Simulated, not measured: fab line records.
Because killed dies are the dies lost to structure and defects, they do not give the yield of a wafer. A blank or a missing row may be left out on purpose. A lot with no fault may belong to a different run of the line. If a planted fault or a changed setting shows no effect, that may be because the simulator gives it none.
Which tool was responsible? ; flow nandHarc ; 12 lots with 34 wafers sampled at 5 steps, on a route of 1159 steps

## WHAT THE GAUGES SHOWED, per wafer
NHARC_P_M1_CD_MEAS_09: target cd 130 nm.
lot;measured;on;cdNm (nm)
L480;day 6 10:38;cdSem-03;127.7 128.8 128.0
L482;day 6 17:30;cdSem-02;128.2 129.5 128.8
L487;day 7 20:29;cdSem-03;129.6 129.3 129.7
L486;day 7 21:13;cdSem-02;128.6 130.7 128.9
L488;day 8 08:31;cdSem-01;128.5 128.1 128.5
L490;day 8 09:05;cdSem-02;129.7 129.7 128.5
L493;day 9 06:15;cdSem-01;129.3 128.0 129.5
L494;day 9 09:20;cdSem-03;129.1 130.1 129.5
L495;day 10 00:41;cdSem-01;129.9 130.2 130.1
L499;day 10 19:05;cdSem-01;130.6
L502;day 11 06:04;cdSem-03;129.1 128.0 128.6
L503;day 11 17:14;cdSem-03;129.9 128.4 130.8

NHARC_END_SORT_01.
lot;measured;on;defectLimitedYield (%);killedAtArray;killedAtOther;killedAtPeriphery;killedDies;killedOpen;killedShort;sort_bin_2_pct (%);sort_bin_3_pct (%);sort_bin_4_pct (%);sortNPass;sortRimYieldPct (%);sortYieldPct (%)
L480;day 19 20:22;prober-02;97.5 96.8 96.3;15 17 22;0 0 0;2 5 3;17 22 25;1 4 6;1 3 3;0.6 0.7 0.4;0 0 0.30;1.9 2.5 3.0;660 655 652;98.1 95.3 96.2;97.5 96.8 96.3
L482;day 20 12:47;prober-01;95.6 96.3 95.7;25 18 23;0 0 0;5 7 6;30 25 29;4 2 0;3 2 3;1.2 1.0 1.0;0.15 0.30 0.30;3.1 2.4 3.0;647 652 648;92.5 95.3 95.3;95.6 96.3 95.7
L487;day 21 01:43;prober-02;96.2 96.3 95.0;23 21 23;1 3 5;2 1 6;26 25 34;4 3 3;3 0 2;1.3 0.9 1.8;0.15 0.30 0;2.4 2.5 3.2;651 652 643;96.2 98.1 93.4;96.2 96.3 95.0
L486;day 21 01:45;prober-01;96.9 97.8 97.5;16 9 14;2 2 1;3 4 2;21 15 17;0 0 3;2 1 0;1.0 0.4 0.6;0.30 0.15 0;1.8 1.6 1.9;656 662 660;97.2 96.2 99.1;96.9 97.8 97.5
L488;day 21 17:14;prober-01;96.5 94.7 96.9;22 30 18;0 3 1;2 3 2;24 36 21;3 3 3;0 3 1;1.6 1.6 0.6;0.15 0.15 0.30;1.8 3.5 2.2;653 641 656;98.1 89.6 96.2;96.5 94.7 96.9
L490;day 21 11:52;prober-01;95.4 96.0 96.8;26 26 18;1 0 1;4 1 3;31 27 22;8 3 3;0 2 2;0.7 1.3 1.2;0.15 0.30 0.15;3.7 2.4 1.9;646 650 655;93.4 96.2 96.2;95.4 96.0 96.8
L493;day 22 08:23;prober-02;95.7 94.7 95.6;24 32 30;0 0 0;5 4 0;29 36 30;7 5 6;3 2 1;1.3 1.5 1.6;0.30 0.30 0.74;2.7 3.5 2.1;648 641 647;96.2 95.3 96.2;95.7 94.7 95.6
L494;day 22 08:22;prober-01;95.0 94.8 94.8;32 33 31;1 0 1;1 2 3;34 35 35;1 2 1;3 1 2;1.0 1.8 1.3;0.44 0 0.15;3.5 3.4 3.7;643 642 642;92.5 93.4 98.1;95.0 94.8 94.8
L495;day 24 09:44;prober-01;94.5 96.5 95.1;26 16 22;0 0 1;11 8 10;37 24 33;4 2 1;0 3 1;1.8 0.7 0.9;0.30 0.30 0;3.4 2.5 4.0;640 653 644;96.2 96.2 96.2;94.5 96.5 95.1
L499;day 25 01:31;prober-01;91.9;50;0;5;55;2;2;4.1;0.15;3.8;622;87.7;91.9
L502;day 25 01:19;prober-02;95.7 95.9 94.7;19 19 22;1 0 1;9 9 13;29 28 36;5 3 2;1 0 2;1.3 1.2 1.3;0 0.15 0.30;3.0 2.8 3.7;648 649 641;98.1 92.5 96.2;95.7 95.9 94.7
L503;day 25 10:38;prober-02;92.9 95.6 96.0;44 24 27;1 0 0;3 6 0;48 30 27;4 2 3;5 4 0;2.4 1.9 1.5;0.44 0.30 0.30;4.3 2.2 2.2;629 647 650;91.5 95.3 94.3;92.9 95.6 96.0

## TOOL THAT RAN EACH LOT (tool first, then ch and the chambers of the sampled wafers, then the start)
lot;NHARC_P_M1_ETCH_15;NHARC_P_M1_ETCH_28;NHARC_P_M1_PRE_CLEAN_30
L480;rieDiel-11 ch 0,1,2, day 6 10:59;rieDiel-10 ch 0,2,3, day 19 20:22 or earlier;pvdSputter-03, day 19 20:22 or earlier
L482;rieDiel-11 ch 0,1, day 6 17:52;rieDiel-10 ch 0,1,2, day 20 12:47 or earlier;pvdSputter-02, day 20 12:47 or earlier
L487;rieDiel-12 ch 2,3, day 7 20:53;rieDiel-10 ch 1,2,3, day 21 01:43 or earlier;pvdSputter-02, day 21 01:43 or earlier
L486;rieDiel-11 ch 1,2, day 7 21:35;rieDiel-12 ch 1,2,3, day 21 01:45 or earlier;pvdSputter-02, day 21 01:45 or earlier
L488;rieDiel-11 ch 0,3, day 8 08:52;rieDiel-12 ch 0,1, day 21 17:14 or earlier;pvdSputter-01, day 21 17:14 or earlier
L490;rieDiel-11 ch 0,1,2, day 8 09:26;rieDiel-12 ch 0,3, day 21 11:52 or earlier;pvdSputter-02, day 21 11:52 or earlier
L493;rieDiel-12 ch 0,2,3, day 9 06:37;rieDiel-10 ch 0,1,2, day 22 08:23 or earlier;pvdSputter-03, day 22 08:23 or earlier
L494;rieDiel-10 ch 0,1,3, day 9 09:43;rieDiel-12 ch 0,1,3, day 22 08:22 or earlier;pvdSputter-03, day 22 08:22 or earlier
L495;rieDiel-12 ch 0,1,3, day 10 01:03;rieDiel-10 ch 0,3, day 24 09:44 or earlier;pvdSputter-02, day 24 09:44 or earlier
L499;rieDiel-10 ch 3, day 10 19:28;rieDiel-11 ch 1, day 25 01:31 or earlier;pvdSputter-01, day 25 01:31 or earlier
L502;rieDiel-11 ch 1,2,3, day 11 06:26;rieDiel-12 ch 0,2,3, day 25 01:19 or earlier;pvdSputter-03, day 25 01:19 or earlier
L503;rieDiel-12 ch 0,2, day 11 17:36;rieDiel-11 ch 2,3, day 25 10:38 or earlier;pvdSputter-01, day 25 10:38 or earlier
- NHARC_P_M1_ETCH_15: etches the open film in C4F8/Ar, target depth 182.5 nm, time 91.2 s.
- NHARC_P_M1_ETCH_28: etches the open film in CF4/N2, target depth 30 nm, time 72.99 s.
- NHARC_P_M1_PRE_CLEAN_30: time 30 s.

## WHAT THE TOOLS THEMSELVES READ (means of the sampled wafers that have a number; where no wafer has one, the mark that the record gives instead)
NHARC_P_M1_ETCH_15.
lot;tool;oesProductAu (a.u.);rfVppV (V)
L480;rieDiel-11;0.920;440.5
L482;rieDiel-11;0.960;441.4
L487;rieDiel-12;0.932;441.9
L486;rieDiel-11;0.970;441.1
L488;rieDiel-11;0.921;443.8
L490;rieDiel-11;0.956;440.6
L493;rieDiel-12;0.940;442.3
L494;rieDiel-10;0.960;441.4
L495;rieDiel-12;0.968;442.0
L499;rieDiel-10;0.855;442.8
L502;rieDiel-11;0.978;441.7
L503;rieDiel-12;0.962;443.8

NHARC_P_M1_ETCH_28.
lot;tool;drypumpMotorCurrentA (A);oesProductAu (a.u.);rfVppV (V);showerheadPlenumPTorr (Torr);throttleValvePct (%)
L480;rieDiel-10;6.1;0.999;316.2;2.72;19.796
L482;rieDiel-10;5.9;0.991;314.6;2.64;19.795
L487;rieDiel-10;5.7;1.004;314.3;2.62;19.798
L486;rieDiel-12;6.0;1.014;313.5;2.61;19.797
L488;rieDiel-12;5.8;1.009;315.8;2.71;19.801
L490;rieDiel-12;5.6;1.014;316.3;2.76;19.790
L493;rieDiel-10;5.9;1.002;314.9;2.64;19.783
L494;rieDiel-12;5.8;1.012;315.0;2.68;19.789
L495;rieDiel-10;5.8;0.990;317.1;2.75;19.792
L499;rieDiel-11;5.7;1.017;314.1;2.65;19.798
L502;rieDiel-12;5.8;1.008;315.7;2.72;19.790
L503;rieDiel-11;5.5;1.010;315.9;2.71;19.808

NHARC_P_M1_PRE_CLEAN_30.
lot;tool;heaterPowerW (W)
L480;pvdSputter-03;356
L482;pvdSputter-02;409
L487;pvdSputter-02;405
L486;pvdSputter-02;406
L488;pvdSputter-01;432
L490;pvdSputter-02;421
L493;pvdSputter-03;388
L494;pvdSputter-03;361
L495;pvdSputter-02;410
L499;pvdSputter-01;401
L502;pvdSputter-03;403
L503;pvdSputter-01;423

## THE ANSWER, worked out from the rows above alone
Rule: the usual values come from the lots themselves. Put in order of their means at a reading, lots are off if they are a third of the lots or fewer, leave a main group of 4 or more, and stand apart from it by a gap of 3 or more times the standard deviation of the main group's means; of several such gaps the widest counts. The tables above print the reading to a certain number of digits; a main group whose means all agree to those digits is not used. A lot without any number at a reading at which 4 lots or more have one is off too. Any other lot the step has rows for is counted as sound. After the gauges, taken in route order, come the tools' own readings; for these a lot's mean is taken, as printed above. At the first step where some lot is off, the reading lying furthest off is the one used; lots without a number count as furthest.
Off at NHARC_END_SORT_01 (sort_bin_2_pct): L499. Mean 1.2 % and standard deviation 0.36 in the main group.
A tool fits if, at a process step before that reading, it ran every lot that is off, and no sound lot after the first of them. The gauges at NHARC_END_SORT_01 aren't tried: what is off there is off at NHARC_P_M1_ETCH_15 too, on other tools, and a gauge's error can't cause that. With no start given for some of its lots, NHARC_P_M1_ETCH_28 uses the hours and lot order of NHARC_END_SORT_01. With no start given for some of its lots, NHARC_P_M1_PRE_CLEAN_30 uses the hours and lot order of NHARC_END_SORT_01. One candidate fits, namely rieDiel-10 at NHARC_P_M1_ETCH_15. A fault onset in the window from L494 (day 9 09:43, its last sound lot) to L499 (day 10 19:28, its first lot off) fits.
The tool's own readings at NHARC_P_M1_ETCH_15 bear it out: on the lots that are off they differ by more than 5 times the standard deviation of the sound lots' means. oesProductAu reads 0.855 a.u. there against 0.952 a.u. on the sound lots.

## WHAT HAD BEEN PUT IN BY THE SIMULATOR
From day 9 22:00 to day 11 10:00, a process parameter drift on rieDiel-10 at NHARC_P_M1_ETCH_15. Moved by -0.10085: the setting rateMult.
Shown lots that were struck: L499. Same finding as the rule above.
